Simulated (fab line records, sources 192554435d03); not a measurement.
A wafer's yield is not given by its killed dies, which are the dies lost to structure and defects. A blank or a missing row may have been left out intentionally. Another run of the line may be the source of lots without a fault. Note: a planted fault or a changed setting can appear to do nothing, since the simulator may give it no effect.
Chamber matching :: flow n5 finfet :: 3 sister chambers for N5_BEOL_M5_DEP_56 on pecvd-03
The step deposits SiCN from 3MS/NH3, target thk 8 nm, time 14 s. 14 wafers are shown with their chamber, then 7 later ones without.

## WAFERS WITH THEIR CHAMBER
wafer: L075.3
chamber: 0
throttle valve pct (%): 9.1
showerhead plenum p Torr (Torr): 3.679

wafer: L075.4
chamber: 1
throttle valve pct (%): 9.8
showerhead plenum p Torr (Torr): 3.672

wafer: L075.6
chamber: 0
throttle valve pct (%): 9.1
showerhead plenum p Torr (Torr): 3.669

wafer: L077.1
chamber: 0
throttle valve pct (%): 9.3
showerhead plenum p Torr (Torr): 3.683

wafer: L077.2
chamber: 2
throttle valve pct (%): 8.8
showerhead plenum p Torr (Torr): 3.665

wafer: L077.5
chamber: 0
throttle valve pct (%): 9.2
showerhead plenum p Torr (Torr): 3.676

wafer: L079.1
chamber: 1
throttle valve pct (%): 9.4
showerhead plenum p Torr (Torr): 3.669

wafer: L079.2
chamber: 0
throttle valve pct (%): 9.1
showerhead plenum p Torr (Torr): 3.664

wafer: L079.6
chamber: 1
throttle valve pct (%): 9.2
showerhead plenum p Torr (Torr): 3.675

wafer: L082.1
chamber: 2
throttle valve pct (%): 8.8
showerhead plenum p Torr (Torr): 3.676

wafer: L082.2
chamber: 1
throttle valve pct (%): 9.7
showerhead plenum p Torr (Torr): 3.668

wafer: L082.6
chamber: 0
throttle valve pct (%): 8.9
showerhead plenum p Torr (Torr): 3.678

wafer: L085.1
chamber: 2
throttle valve pct (%): 8.5
showerhead plenum p Torr (Torr): 3.673

wafer: L085.3
chamber: 0
throttle valve pct (%): 9.3
showerhead plenum p Torr (Torr): 3.676

SIGNATURES (averages over the wafers above)
reading: throttle valve pct
chamber 0: 9.143
chamber 1: 9.525
chamber 2: 8.700
scatter within a chamber: 0.192

reading: showerhead plenum p Torr
chamber 0: 3.67500
chamber 1: 3.67100
chamber 2: 3.67133
scatter within a chamber: 0.00558
Rule: for a wafer and a chamber, the distance is found by dividing, reading by reading, the gap between the wafer's reading and the chamber's mean by the reading's scatter, squaring, summing and taking the root. If the next closest chamber is less than 2 further off than the closest, the wafer can't be placed; otherwise it belongs to the closest. How the scatter is found: for the shown wafers, subtract from each reading the mean of its chamber, square and add these, divide the total by (wafers less chambers), then take the root.

## WAFERS MISSING THEIR CHAMBER
wafer: L085.5
throttle valve pct (%): 9.3
showerhead plenum p Torr (Torr): 3.675

wafer: L088.1
throttle valve pct (%): 8.7
showerhead plenum p Torr (Torr): 3.677

wafer: L088.3
throttle valve pct (%): 9.5
showerhead plenum p Torr (Torr): 3.661

wafer: L088.6
throttle valve pct (%): 9.2
showerhead plenum p Torr (Torr): 3.673

wafer: L095.1
throttle valve pct (%): 8.5
showerhead plenum p Torr (Torr): 3.666

wafer: L095.3
throttle valve pct (%): 9.6
showerhead plenum p Torr (Torr): 3.671

wafer: L095.5
throttle valve pct (%): 9.7
showerhead plenum p Torr (Torr): 3.675

## WHICH CHAMBER EACH ONE RAN IN
wafer: L085.5
from the rows above: can't be placed: 0 or 1
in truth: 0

wafer: L088.1
from the rows above: can't be placed: 2 or 0
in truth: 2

wafer: L088.3
from the rows above: can't be placed: 1 or 0
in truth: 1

wafer: L088.6
from the rows above: can't be placed: 0 or 1
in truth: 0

wafer: L095.1
from the rows above: 2
in truth: 2

wafer: L095.3
from the rows above: 1
in truth: 1

wafer: L095.5
from the rows above: can't be placed: 1 or 0
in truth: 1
Correctly placed: 2 of 7. Not placeable from these rows: 5 (in 5, the candidates include the true chamber). Placed wrongly: 0.
